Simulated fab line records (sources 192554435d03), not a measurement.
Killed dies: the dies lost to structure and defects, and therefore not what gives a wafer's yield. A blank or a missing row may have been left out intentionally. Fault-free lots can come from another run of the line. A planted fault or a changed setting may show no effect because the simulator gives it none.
Matching of chambers | flow n5-finfet | N5_FIN_CUT_ETCH_30 on rie-diel-05 has 4 sister chambers
The step etches underlayer in N2/H2, target depth 13 nm, time 10.4 s. 14 wafers are shown with their chamber, then 7 later ones without.

WAFERS PAIRED WITH THEIR CHAMBERS
wafer  | chamber | showerhead-plenum-p-Torr (Torr) | throttle-valve-pct (%) | oes-product-au (a.u.)
L076.1 | 3       | 2.65                            | 17.93                  | 0.64
L076.2 | 1       | 2.43                            | 18.24                  | 0.64
L076.5 | 0       | 2.69                            | 17.66                  | 0.78
L078.3 | 2       | 2.64                            | 17.78                  | 0.63
L078.5 | 2       | 2.64                            | 17.77                  | 0.63
L078.6 | 3       | 2.65                            | 17.92                  | 0.63
L081.1 | 1       | 2.43                            | 18.25                  | 0.64
L081.2 | 2       | 2.64                            | 17.79                  | 0.63
L081.3 | 0       | 2.69                            | 17.70                  | 0.77
L082.1 | 3       | 2.65                            | 17.94                  | 0.63
L082.3 | 2       | 2.63                            | 17.78                  | 0.62
L082.6 | 3       | 2.64                            | 17.92                  | 0.62
L087.2 | 0       | 2.68                            | 17.71                  | 0.75
L087.3 | 1       | 2.43                            | 18.27                  | 0.63

SIGNATURES, as means of the wafers listed above
reading                  | chamber 0 | chamber 1 | chamber 2 | chamber 3 | scatter within a chamber
showerhead-plenum-p-Torr | 2.6867    | 2.4300    | 2.6375    | 2.6475    | 0.00465
throttle-valve-pct       | 17.6900   | 18.2533   | 17.7800   | 17.9275   | 0.0153
oes-product-au           | 0.7667    | 0.6367    | 0.6275    | 0.6300    | 0.00899
Rule: a wafer lies at a distance from a chamber equal to the root of the sum of squares, over the readings, of (its reading less the chamber's mean, divided by the reading's scatter). If the next closest chamber is less than 2 further off than the closest, the wafer can't be placed; otherwise it belongs to the closest. The scatter: take each reading less its chamber's mean, square it, sum over the shown wafers, divide by the number of wafers less the number of chambers, and take the root.

WAFERS WITH NO CHAMBER GIVEN
wafer  | showerhead-plenum-p-Torr (Torr) | throttle-valve-pct (%) | oes-product-au (a.u.)
L087.4 | 2.64                            | 17.95                  | 0.62
L090.1 | 2.68                            | 17.74                  | 0.75
L090.2 | 2.64                            | 17.95                  | 0.61
L090.3 | 2.63                            | 17.84                  | 0.62
L092.1 | 2.68                            | 17.71                  | 0.74
L092.4 | 2.63                            | 17.79                  | 0.61
L092.6 | 2.63                            | 17.80                  | 0.61

THE CHAMBER EACH PASSED THROUGH
wafer  | from the rows above | in truth
L087.4 | 3                   | 3
L090.1 | 0                   | 0
L090.2 | 3                   | 3
L090.3 | 2                   | 2
L092.1 | 0                   | 0
L092.4 | 2                   | 2
L092.6 | 2                   | 2
Placed correctly: 7 of 7. Left unplaced by these rows: 0. Wrongly placed: 0.
